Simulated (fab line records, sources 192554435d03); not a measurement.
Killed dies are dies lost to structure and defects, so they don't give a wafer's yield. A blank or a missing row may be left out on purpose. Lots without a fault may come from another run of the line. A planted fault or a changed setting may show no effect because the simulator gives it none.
Chamber matching | flow n5_finfet | N5_PASSIVATION_STRIP_14 on rie_diel-02: 4 sister chambers
The step strips in O2. 18 wafers are shown with their chamber, then 9 later ones without.

WAFERS WITH THEIR CHAMBER
wafer  | chamber | drypump_motor_current_A (A) | throttle_valve_pct (%) | showerhead_plenum_p_Torr (Torr)
L076.2 | 2       | 5.9                         | 17.1                   | 1.98
L076.5 | 0       | 5.8                         | 16.7                   | 2.00
L076.6 | 3       | 5.4                         | 16.5                   | 2.22
L083.1 | 3       | 5.4                         | 16.5                   | 2.21
L083.2 | 1       | 4.8                         | 17.1                   | 2.10
L083.3 | 2       | 5.8                         | 16.7                   | 2.24
L083.4 | 0       | 5.8                         | 16.7                   | 2.00
L083.5 | 3       | 5.4                         | 16.4                   | 2.21
L083.6 | 2       | 5.9                         | 16.7                   | 2.24
L080.2 | 1       | 4.8                         | 17.1                   | 2.11
L080.4 | 3       | 5.4                         | 16.5                   | 2.21
L080.5 | 0       | 5.8                         | 16.7                   | 2.00
L082.1 | 0       | 5.8                         | 16.7                   | 2.00
L082.3 | 1       | 4.8                         | 17.1                   | 2.10
L082.6 | 3       | 5.4                         | 16.5                   | 2.21
L085.2 | 0       | 5.8                         | 16.7                   | 2.00
L085.3 | 2       | 5.9                         | 16.7                   | 2.24
L085.6 | 1       | 4.8                         | 17.1                   | 2.10

SIGNATURES (means of the wafers above)
reading                  | chamber 0 | chamber 1 | chamber 2 | chamber 3 | scatter within a chamber
drypump_motor_current_A  | 5.800     | 4.800     | 5.875     | 5.400     | 0.0231
throttle_valve_pct       | 16.700    | 17.100    | 16.800    | 16.480    | 0.0956
showerhead_plenum_p_Torr | 2.0000    | 2.1025    | 2.1750    | 2.2120    | 0.0603
Rule: a wafer's distance from a chamber is the root of the sum, over the readings, of the square of ((its reading less the chamber's mean) divided by the reading's scatter). The wafer belongs to the nearest chamber; if the next one is less than 2 further off, it can't be placed. The scatter: the root of (the sum of the squares of (reading less its chamber's mean) over the shown wafers, divided by (wafers less chambers)).

WAFERS WITHOUT THEIR CHAMBER
wafer  | drypump_motor_current_A (A) | throttle_valve_pct (%) | showerhead_plenum_p_Torr (Torr)
L084.1 | 5.9                         | 16.7                   | 2.23
L084.3 | 4.8                         | 17.1                   | 2.10
L084.5 | 5.8                         | 16.7                   | 2.23
L088.1 | 5.4                         | 16.5                   | 2.20
L088.5 | 4.9                         | 17.1                   | 2.10
L088.6 | 5.8                         | 16.8                   | 1.99
L096.1 | 4.9                         | 17.2                   | 2.09
L096.5 | 5.8                         | 16.8                   | 1.99
L096.6 | 4.9                         | 17.2                   | 2.09

WHICH CHAMBER EACH WENT THROUGH
wafer  | from the rows above     | in truth
L084.1 | 2                       | 2
L084.3 | 1                       | 1
L084.5 | can't be placed: 2 or 0 | 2
L088.1 | 3                       | 3
L088.5 | 1                       | 1
L088.6 | 0                       | 0
L096.1 | 1                       | 1
L096.5 | 0                       | 0
L096.6 | 1                       | 1
Placed correctly: 8 of 9. Can't be placed from these rows: 1 (the true chamber is among the candidates in 1). Placed wrongly: 0.
